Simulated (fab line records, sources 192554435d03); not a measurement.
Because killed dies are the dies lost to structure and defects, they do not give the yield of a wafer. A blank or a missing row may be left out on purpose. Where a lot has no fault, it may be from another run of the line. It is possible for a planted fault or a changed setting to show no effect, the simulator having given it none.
fab line records | flow n5-finfet | part 2 of 2: steps 5 to 6 of 6
record: lots: 19 wafers: 57 last-day: 17
route steps=1938 shown BEOL_M0_SAQP@653 BEOL_M0@716
lots that met no fault: taken from a fault-free run of the same line
start-h: the number of hours between the record's first day and the start of the first shown wafer of the lot | wait-h: hours elapsed since this lot's preceding step | " the same as in the row above | L1.1+2: a single row standing in for several wafers | - no value, or no start was given | * or withheld: withheld | < > ~ a bound
route shown NAME@n: NAME is a module with steps in the file, n the number in the route of the first one | usual: mean and standard deviation over wafers with no fault | same: alike in all rows | chamber/n: place in a boat | sites: the reading at each site | _std_site: how widely they spread, as a standard deviation | _edge_site: mean of outer sites minus mean of inner sites | radius-mm: how far each site lies from the wafer's centre | mask NAME#n: copy n | behind: tool/chamber where the wafer was last shaped | hold: why the lot went on hold/how many hours it stayed there/how the hold came to an end | device: the n, p or np transistor that did not switch | end of line: at the end of the route, the tests of the same wafers | for a step that has no rows: nothing shown but its recipe | killed: at the first sort, the dies lost to defects and structure; wafer yield is something else | map: per-die view of a wafer (x killed, . not killed, _ where there is no die)
set.NAME: the setting the step ran with; set.NAME@STEP: the setting that earlier step ran with | model.NAME: the simulator's own value behind a step, which no gauge read
the route's steps for a sample of lots (tables are steps, rows are wafers)
services: when a tool's chamber went out of use (start-h, in hours from the record's first day, below 0 if earlier), for how many hours, and the reason
== steps ==
step: N5_BEOL_M0_ETCH_128
recipe: chemistry: CF4/N2 target-depth-a: 120 overetch-a: 51 target: SiCN time-s: 21.4 ion-energy-ev: 150 pressure-mtorr: 40 source-w: 430 bias-w: 70 Ar_flow_sccm: 100 cf4-flow-sccm: 60 n2-flow-sccm: 60
usual: chamber-pressure-mTorr: 40.00/0.035 drypump-motor-current-A: 5.6/0.47 oes-product-au: 0.55/0.067 rf-vpp-V: 382.3/1.8 showerhead-plenum-p-Torr: 2.21/0.065 throttle-valve-pct: 15.41/0.2
same: time-s: 21.4
columns lot.wafer tool chamber start-h wait-h chamber-pressure-mTorr drypump-motor-current-A oes-product-au rf-hours-counter-h rf-vpp-V showerhead-plenum-p-Torr throttle-valve-pct
L074.1 rie-diel-04 2 117.46 0.1 39.95 6.5 0.49 243 379.2 2.09 15.78
L074.2 " 1 " " 40.05 5.6 0.49 191 381.2 2.19 15.39
L074.3 " 3 " " 39.96 5.6 0.53 164 380.9 2.11 15.21
L075.1 rie-diel-04 2 121.06 0.0 40.02 6.5 0.49 244 379.3 2.09 15.79
L075.2 " 0 " " 39.96 5.6 0.49 218 382.0 2.19 15.84
L075.4 " 3 " " 40.04 5.6 0.54 165 380.4 2.11 15.24
L076.1 rie-diel-01 2 130.57 0.0 40.01 5.5 0.51 156 382.7 2.21 15.31
L076.2 " 1 " " 40.07 4.9 0.67 2 380.0 2.17 15.04
L076.4 " 1 " " 39.97 4.8 0.66 - 382.1 2.17 15.04
L077.1 rie-diel-01 1 135.21 0.0 40.03 4.8 0.64 5 381.6 2.17 15.03
L077.5 " 2 " " 40.02 5.5 0.50 - 383.0 2.21 15.32
L077.6 " 1 " " 39.92 4.9 0.66 - 379.8 2.17 15.03
L079.1 rie-diel-06 1 152.30 0.3 40.02 5.3 0.48 218 383.4 2.18 15.51
L079.2 " 0 " " 40.01 5.5 0.53 130 385.2 2.30 15.55
L079.3 " 3 " " 39.94 6.8 0.52 161 383.6 2.29 15.51
L080.2 rie-diel-04 1 153.85 0.0 40.06 5.6 0.48 206 382.0 2.18 15.43
L080.5 " 0 " " 39.98 5.6 0.48 - 380.9 2.18 15.88
L080.6 " 3 " " 40.02 5.6 0.52 - 379.8 2.11 15.23
L081.1 rie-diel-01 0 160.56 0.0 40.06 5.3 0.65 4 383.6 2.26 15.49
L081.2 " 1 " " 39.98 4.8 0.64 16 381.5 2.17 15.07
L081.6 " 2 " " 39.97 5.5 0.51 - 381.6 2.20 15.34
L082.2 rie-diel-04 1 170.66 0.0 40.00 5.6 0.49 212 382.5 2.18 15.45
L082.5 " 3 " " 40.00 5.6 0.51 - 379.7 2.11 15.27
L082.6 " 0 " " 39.99 5.6 0.49 - 381.6 2.18 15.88
L083.1 rie-diel-04 0 172.32 0.3 40.07 5.6 0.48 238 380.0 2.18 15.88
L083.3 " 3 " " 39.96 5.6 0.51 186 379.7 2.11 15.27
L083.5 " 2 " " 40.03 6.5 0.67 - 385.4 2.35 15.29
L084.1 rie-diel-01 2 176.83 0.0 40.01 5.5 0.50 176 382.8 2.20 15.33
L084.3 " 0 " " 40.04 5.4 0.64 10 384.0 2.26 15.49
L084.6 " 3 " " 39.94 5.8 0.63 - 383.1 2.24 15.25
L085.3 rie-diel-06 2 191.31 0.2 40.04 5.4 0.64 9 383.0 2.17 15.25
L085.4 " 0 " " 40.00 5.5 0.52 145 384.8 2.29 15.57
L085.5 " 0 " " 39.98 5.5 0.51 - 386.5 2.29 15.58
L086.2 rie-diel-04 2 194.21 0.0 39.95 6.5 0.64 15 385.8 2.35 15.32
L086.5 " 1 " " 39.99 5.6 0.48 - 380.8 2.18 15.46
L086.6 " 2 " " 39.95 6.5 0.64 - 385.5 2.35 15.31
L087.3 rie-diel-01 3 194.71 0.3 39.93 5.7 0.62 38 383.8 2.24 15.27
L087.5 " 3 " " 40.04 5.8 0.61 - 383.4 2.24 15.28
L087.6 " 0 " " 40.08 5.3 0.62 - 384.2 2.26 15.53
L088.1 rie-diel-01 0 200.12 0.3 39.92 5.4 0.63 18 382.0 2.26 15.53
L088.3 " 1 " " 39.97 4.8 0.62 31 380.8 2.16 15.11
L088.4 " 2 " " 39.96 5.5 0.50 184 382.7 2.20 15.36
L089.1 rie-diel-04 1 207.25 0.0 39.96 5.6 0.47 221 380.5 2.18 15.45
L089.3 " 3 " " 40.07 5.6 0.51 198 379.9 2.10 15.29
L089.6 " 1 " " 40.04 5.6 0.47 - 380.0 2.18 15.47
L093.1 rie-diel-01 3 229.42 0.0 39.98 5.8 0.59 49 383.1 2.24 15.31
L093.2 " 0 " " 39.96 5.3 0.62 28 383.6 2.26 15.52
L093.4 " 2 " " 39.99 5.5 0.49 195 382.9 2.19 15.40
L094.2 rie-diel-06 3 235.84 0.0 39.97 6.8 0.50 190 385.0 2.28 15.56
L094.4 " 2 " " 40.01 5.4 0.62 24 382.0 2.17 15.26
L094.6 " 0 " " 39.94 5.5 0.52 - 385.2 2.29 15.58
L096.2 rie-diel-01 1 247.93 0.4 40.05 4.8 0.60 49 380.6 2.15 15.14
L096.4 " 2 " " 40.02 5.5 0.49 203 381.4 2.19 15.41
L096.6 " 2 " " 39.98 5.5 0.49 - 382.3 2.19 15.41
L097.3 rie-diel-04 3 251.29 0.0 40.05 5.6 0.49 217 379.6 2.10 15.32
L097.4 " 0 " " 40.00 5.6 0.64 12 381.5 2.17 15.44
L097.5 " 1 " " 40.03 5.6 0.48 - 380.8 2.17 15.47
step: N5_BEOL_M0_SPUTTER_116
recipe: material: Cu target-thk-a: 40 temp-c: -20 chamber-pressure-pa: 0.07 power-w: withheld time-s: 7.37
usual: throttle-valve-pct: 30.0/1.1
same: time-s: 7.37
columns lot.wafer tool chamber start-h wait-h throttle-valve-pct
L074.1 pvd-sputter-01 - 119.31 0.1 30.6
L074.2 " - " " 29.6
L074.3 " - " " 30.9
L075.1 pvd-sputter-03 - 123.64 0.7 28.5
L075.2 " - " " 29.5
L075.4 " - " " 31.2
L076.1 pvd-sputter-01 - 132.51 0.1 29.9
L076.2 " - " " 29.3
L076.4 " - " " 30.9
L077.1 pvd-sputter-03 - 137.92 1.5 31.5
L077.5 " - " " 31.4
L077.6 " - " " 27.9
L079.1 pvd-sputter-01 - 154.24 0.1 29.9
L079.2 " - " " 29.7
L079.3 " - " " 30.9
L080.2 pvd-sputter-01 - 155.69 0.1 30.1
L080.5 " - " " 29.1
L080.6 " - " " 30.9
L081.1 pvd-sputter-02 - 161.56 0.1 31.8
L081.2 " - " " 30.2
L081.6 " - " " 28.6
L082.2 pvd-sputter-03 - 172.64 0.2 31.3
L082.5 " - " " 31.3
L082.6 " - " " 28.1
L083.1 pvd-sputter-03 - 175.48 1.9 31.6
L083.3 " - " " 28.1
L083.5 " - " " 29.8
L084.1 pvd-sputter-02 - 178.43 0.1 31.9
L084.3 " - " " 29.0
L084.6 " - " " 31.9
L085.3 pvd-sputter-03 - 193.53 0.9 27.9
L085.4 " - " " 31.3
L085.5 " - " " 31.1
L086.2 pvd-sputter-02 - 198.97 3.3 28.9
L086.5 " - " " 28.9
L086.6 " - " " 30.5
L087.3 pvd-sputter-02 - 199.71 0.2 28.8
L087.5 " - " " 28.7
L087.6 " - " " 28.9
L088.1 pvd-sputter-03 - 203.13 1.6 31.3
L088.3 " - " " 28.7
L088.4 " - " " 30.0
L089.1 pvd-sputter-01 - 208.25 0.1 30.6
L089.3 " - " " 30.9
L089.6 " - " " 30.5
L093.1 pvd-sputter-01 - 232.18 1.8 29.6
L093.2 " - " " 30.9
L093.4 " - " " 30.5
L094.2 pvd-sputter-02 - 237.66 0.4 28.9
L094.4 " - " " 30.5
L094.6 " - " " 30.4
L096.2 pvd-sputter-01 - 249.75 0.1 30.1
L096.4 " - " " 30.8
L096.6 " - " " 30.3
L097.3 pvd-sputter-02 - 253.15 0.4 32.1
L097.4 " - " " 28.8
L097.5 " - " " 31.9
== services ==
columns tool chamber start-h hours kind
rie-diel-06 3 95.74 5.3 repair
rie-diel-06 1 102.17 2.4 repair
rie-diel-01 - 104.58 0.5 repair
pvd-sputter-03 - 104.99 1.3 repair
rie-si-01 2 108.49 2.1 repair
rie-diel-02 1 110.06 6.0 repair
rie-metal-01 - 110.84 0.2 repair
pvd-sputter-03 - 111.29 1.9 repair
rie-diel-06 0 118.56 6.0 repair
rie-si-01 1 119.99 5.5 repair
rie-si-05 1 129.49 1.0 repair
rie-diel-03 - 130.92 0.7 repair
rie-metal-02 - 133.58 2.8 pm
rie-si-05 - 135.91 0.4 repair
rie-diel-02 - 140.34 0.4 repair
rie-diel-03 1 149.89 4.6 repair
rie-si-03 0 150.46 5.1 repair
rie-metal-03 - 198.00 1.4 pm
rie-si-05 2 214.22 17.7 repair
rie-diel-05 0 215.24 3.8 repair
rie-diel-04 1 217.32 5.2 repair
rie-diel-06 1 242.35 55.8 repair
rie-diel-02 - 243.38 28.1 pm
rie-si-03 2 248.07 8.9 repair
